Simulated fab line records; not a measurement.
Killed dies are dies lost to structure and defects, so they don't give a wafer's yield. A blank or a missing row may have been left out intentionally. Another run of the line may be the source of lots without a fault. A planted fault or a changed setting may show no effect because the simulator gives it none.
Chamber matching	flow nand_harc	NHARC_A_STAIRCASE_CMP_450 on cmp-03: 4 sister chambers
The step polishes SiO2, target thk 200 nm. 8 wafers are shown with their chamber, then 11 later ones without.

WAFERS, EACH WITH ITS CHAMBER
wafer	chamber	motor_current_A (A)
L087.5	1	12.5
L083.4	2	13.3
L083.5	3	11.9
L083.6	0	11.1
L090.1	3	11.7
L090.2	0	10.6
L090.3	1	11.8
L090.4	2	12.9

WAFERS MISSING THEIR CHAMBER
wafer	motor_current_A (A)
L090.5	12.3
L090.6	11.4
L093.1	11.4
L093.2	11.8
L093.3	11.1
L091.2	11.6
L091.4	11.5
L091.5	12.5
L095.3	13.0
L095.4	11.5
L095.6	11.7

WHICH CHAMBER EACH WENT THROUGH
wafer	from the rows above	in truth
L090.5	can't be placed: 1 or 3 or 2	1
L090.6	can't be placed: 3 or 0 or 1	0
L093.1	can't be placed: 3 or 0 or 1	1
L093.2	can't be placed: 3 or 1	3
L093.3	can't be placed: 0 or 3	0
L091.2	can't be placed: 3 or 1 or 0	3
L091.4	can't be placed: 3 or 0 or 1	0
L091.5	can't be placed: 1 or 2 or 3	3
L095.3	2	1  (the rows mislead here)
L095.4	can't be placed: 3 or 0 or 1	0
L095.6	can't be placed: 3 or 1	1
Placed correctly: 0 of 11. Cannot be placed on the basis of these rows: 10; the candidates contain the true chamber in 10. Number placed wrongly: 1.
How it was worked out, from the rows above alone: a wafer's distance from a chamber is the root of the sum, over the readings, of the square of ((its reading less the chamber's mean) divided by the reading's scatter). The wafer belongs to the nearest chamber; if the next one is less than 2 further off, it can't be placed. The mean given for a chamber averages the wafers shown for that chamber. The scatter: the root of (the sum of the squares of (reading less its chamber's mean) over the shown wafers, divided by (wafers less chambers)).
